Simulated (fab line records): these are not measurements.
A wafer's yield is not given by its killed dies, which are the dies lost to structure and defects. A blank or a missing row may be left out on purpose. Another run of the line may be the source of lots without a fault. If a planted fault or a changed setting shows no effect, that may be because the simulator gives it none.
Struck lot and sound lot, side by side + flow n5_finfet + 42 steps out of a route of 1938
Sound: wafers L985.2, L985.3, L985.5. Struck: wafers L996.2, L996.3 (left out: L996.6, a lot-mate that was not struck); the cause follows at the end.
Order at every step that has rows: each side's tool, ch and its chambers, its first start. Under that, the readings that differ: sound wafers + struck wafers + difference of the means + sigmas: that difference in standard deviations of wafers without a fault.
alike: same words and numbers on both sides, and readings whose means sit less than 2 such deviations apart. not compared: any withheld reading, any reading some wafer has no value for, any bound like >300 that may hide the same value, and any number with overlapping values for which the record gives no deviation.
A row with sigmas, a row that says differs or no value, or rows on one side alone: a step with any of these is where the two part. Numbers that have no deviation but don't overlap get no sigmas and don't part them. A reading that every wafer of one side lacks parts them only if that side has two wafers or more.

first, 12 steps without rows for these wafers: N5_SD_EPI_N_STRIP_36 (strips in N2/H2); N5_SD_EPI_N_ETCHBACK_44 (etches SiNx in CH3F/O2, stops on SiO2, target depth 14.5 nm); N5_SD_EPI_N_ETCH_45 (etches SiOCN in CH3F/O2, target depth 6 nm); N5_SD_EPI_N_ETCH_16 (etches SiO2 in CHF3/O2, target depth 5 nm); N5_SD_EPI_N_STRIP_47 (strips in CHF3/O2); N5_SD_EPI_N_SD_RECESS_17 (chemistry HBr/Cl2/O2, target depth 41 nm, time 23.7 s, bt time 3 s); N5_SD_EPI_N_STRIP_38 (strips in N2/H2); N5_SD_EPI_N_WET_ETCH_43 (etches SiO2 in dHF, time 14 s, target depth 1.5 nm); N5_SD_EPI_N_STRIP_18 (strips in SPM, time 750 s); N5_SD_EPI_N_SRD_20 (time 30 s); N5_SD_EPI_N_PRECLEAN_48 (cleans in NF3:NH3, afs cycles 2, time 20 s, sublimation time 60 s); N5_SD_EPI_N_VAPOR_ETCH_50 (etches Si in HCl, time 54 s).
N5_SD_EPI_N_EPI_21: deposits Si:P, time 690 s.
  sound on epi_rpcvd-02 ch 0, day 3 13:17; struck on epi_rpcvd-02 ch 0, day 6 04:07
| reading                                   | sound       | struck        | difference | sigmas |
|-------------------------------------------|-------------|---------------|------------|--------|
| epi_growth_time_s (s)                     | 690 690 690 | 803.34 803.34 | +113.34    |        |
| model.Si-P_of_SD_EPI_N_EPI_21.thk_nm (nm) | 58 58.2 59  | 65 65.8       | +7         |        |
N5_SD_EPI_N_EPI_MEAS_23:
  struck on film_metro-02, day 6 05:34; sound on film_metro-02, day 3 15:12
| reading     | sound          | struck    | difference | sigmas |
|-------------|----------------|-----------|------------|--------|
| thk_nm (nm) | 56.7 58.6 60.0 | 64.6 67.1 | +7.4       | +7     |
then, 24 steps without rows for these wafers: N5_SD_EPI_N_PRECLEAN_24 (cleans in O3/DIW, time 60 s); N5_SD_EPI_N_SRD_25 (time 30 s); N5_SD_EPI_N_PRECLEAN_49 (cleans in NF3:NH3, afs cycles 1, time 20 s, sublimation time 60 s); N5_SD_EPI_N_LINER_46 (material SiNx, target thk 3 nm); N5_SD_EPI_P_COAT_34 (time 60 s, resist thk 350 nm); N5_SD_EPI_P_COAT_35 (time 60 s, resist thk 35 nm); N5_SD_EPI_P_COAT_03 (resist thk 150 nm); N5_SD_EPI_P_EBR_05; N5_SD_EPI_P_SOFTBAKE_04 (time 60 s); N5_SD_EPI_P_EXPOSE_06 (exposes mask SD P BLK, target cd 240 nm); N5_SD_EPI_P_PEB_07 (peb time 60 s); N5_SD_EPI_P_DEVELOP_08 (develop time 30 s); N5_SD_EPI_P_DESCUM_14 (chemistry O2, time 7.9 s); N5_SD_EPI_P_ETCH_36 (etches SiARC in CF4, target depth 45.5 nm, time 75.8 s); N5_SD_EPI_P_ETCH_37 (etches SOC in N2/H2, overetch 108 nm, time 486 s); N5_SD_EPI_P_STRIP_38 (strips in N2/H2); N5_SD_EPI_P_ETCHBACK_46 (etches SiNx in CH3F/O2, stops on SiO2, target depth 17.5 nm); N5_SD_EPI_P_ETCH_47 (etches SiOCN in CH3F/O2, target depth 25 nm); N5_SD_EPI_P_ETCH_16 (etches SiO2 in CHF3/O2, target depth 5 nm); N5_SD_EPI_P_STRIP_50 (strips in CHF3/O2); N5_SD_EPI_P_SD_RECESS_17 (chemistry HBr/Cl2/O2, target depth 39.1 nm, bt time 3 s); N5_SD_EPI_P_WET_ETCH_45 (etches SiO2 in dHF, time 10.7 s, target depth 2 nm, rinse time 30 s); N5_SD_EPI_P_STRIP_40 (strips in N2/H2); N5_SD_EPI_P_PRECLEAN_52 (cleans in O3/DIW, time 60 s).
N5_SD_ACTIVATION_RS_MEAS_03: uses a four-point probe to measure.
  struck on film_metro-01, day 6 12:58; sound on film_metro-01, day 3 21:07
| reading          | sound             | struck      | difference | sigmas |
|------------------|-------------------|-------------|------------|--------|
| RS_SD_N (ohm/sq) | 22.26 22.20 21.97 | 19.87 19.64 | -2.39      | -10    |
  alike: RS_SD_P
N5_MOL_CONTACT_COAG_ETCH_15: etches SiNx in CH3F/O2, stops on Si:P, target depth 7 nm.
  sound on rie_diel-03 ch 1,2,3, day 5 03:14; struck on rie_diel-06 ch 0,1, day 7 17:55
| reading                                   | sound          | struck | difference | sigmas |
|-------------------------------------------|----------------|--------|------------|--------|
| model.Si-P_of_SD_EPI_N_EPI_21.thk_nm (nm) | 57.2 57.4 58.2 | 64 65  | +7         |        |
  alike: drypump_motor_current_A, oes_product_au, rf_vpp_V, showerhead_plenum_p_Torr, throttle_valve_pct
  not compared: rf_hours_counter_h
-- record jumps: 5 days separate the struck wafers' starts on either side; left off in module MOL_CONTACT_COAG, taken up again in module BEOL_M4, whose first shown step is the route's number 1111 --
N5_BEOL_M4_RC_MEAS_101:
  sound on prober-02 ch 0, day 9 15:51; struck on prober-02 ch 0, day 12 07:17
| reading          | sound          | struck    | difference | sigmas |
|------------------|----------------|-----------|------------|--------|
| DIBL_N (mV/V)    | 35.1 31.4 29.9 | 37.4 36.3 | +4.7       | +2     |
| RS_SD_N (ohm/sq) | 28.7 28.8 28.3 | 25.5 25.3 | -3.2       | -10    |
| SS_P (mV/dec)    | 72.7 71.6 71.0 | 73.8 72.9 | +1.6       | +2     |
  alike: DIBL_P, IOFF_N, IOFF_P, ION_N, ION_P, SS_N, VT_N, VT_P
following that, these wafers have no rows for 1 step: N5_PASSIVATION_PROBE_49.

== WHERE THEY PART ==
At N5_SD_EPI_N_EPI_MEAS_23 first; at N5_BEOL_M4_RC_MEAS_101 last (within this record only).

WHY: whatever the simulator had introduced
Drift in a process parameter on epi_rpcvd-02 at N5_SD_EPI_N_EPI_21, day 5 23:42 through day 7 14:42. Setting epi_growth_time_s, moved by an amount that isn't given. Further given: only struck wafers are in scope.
